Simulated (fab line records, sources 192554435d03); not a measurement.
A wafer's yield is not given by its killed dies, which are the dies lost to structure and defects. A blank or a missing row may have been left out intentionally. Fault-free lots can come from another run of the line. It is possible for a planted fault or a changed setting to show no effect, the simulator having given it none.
Chamber matching ; flow n5Finfet ; aldHk-01 running N5_HKMG_FIN_ALD_75: 4 sister chambers
The step deposits Al2O3, target thk 1 nm, co reactant pulse time 1 s. 20 wafers are shown with their chamber, then 10 later ones without.

## WAFERS WITH THEIR CHAMBER
wafer;chamber;heaterPowerW (W);precursorPulseHeightRel
L076.3;0;185;0.968
L076.4;3;135;1.023
L076.6;0;182;0.960
L082.1;2;186;1.035
L082.3;0;179;1.003
L082.5;1;151;0.990
L085.1;3;140;1.030
L085.4;2;188;0.960
L085.5;2;189;0.971
L091.1;2;190;0.979
L091.2;1;155;1.005
L091.6;1;150;0.984
L092.3;3;137;1.004
L092.4;1;156;0.980
L092.5;3;141;1.030
L093.2;3;139;1.028
L093.4;1;151;0.987
L093.5;3;137;0.988
L094.1;0;178;0.979
L094.2;1;149;1.024

SIGNATURES, as means of the wafers listed above
reading;chamber 0;chamber 1;chamber 2;chamber 3;scatter within a chamber
heaterPowerW;181.00;152.00;188.25;138.17;2.54
precursorPulseHeightRel;0.97750;0.99500;0.98625;1.01717;0.0213
Rule: for each reading, subtract the chamber's mean from the wafer's reading, divide by that reading's scatter and square the result; add these up over the readings and take the root, which gives the wafer's distance from the chamber. If the next closest chamber is less than 2 further off than the closest, the wafer can't be placed; otherwise it belongs to the closest. How the scatter is found: for the shown wafers, subtract from each reading the mean of its chamber, square and add these, divide the total by (wafers less chambers), then take the root.

## WAFERS WITHOUT THEIR CHAMBER
wafer;heaterPowerW (W);precursorPulseHeightRel
L094.4;185;1.004
L095.1;157;1.006
L095.4;188;1.013
L095.5;154;1.017
L096.1;132;1.039
L096.2;179;1.006
L096.3;152;1.005
L097.1;152;0.998
L097.2;137;1.027
L097.6;138;1.005

## THE CHAMBER EACH PASSED THROUGH
wafer;from the rows above;in truth
L094.4;can't be placed: 2 or 0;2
L095.1;1;1
L095.4;can't be placed: 2 or 0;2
L095.5;1;1
L096.1;3;3
L096.2;0;0
L096.3;1;1
L097.1;1;1
L097.2;3;3
L097.6;3;3
Correct placement for 8 of the 10. Not placeable from these rows: 2 (in 2, the candidates include the true chamber). Wrongly placed: 0.
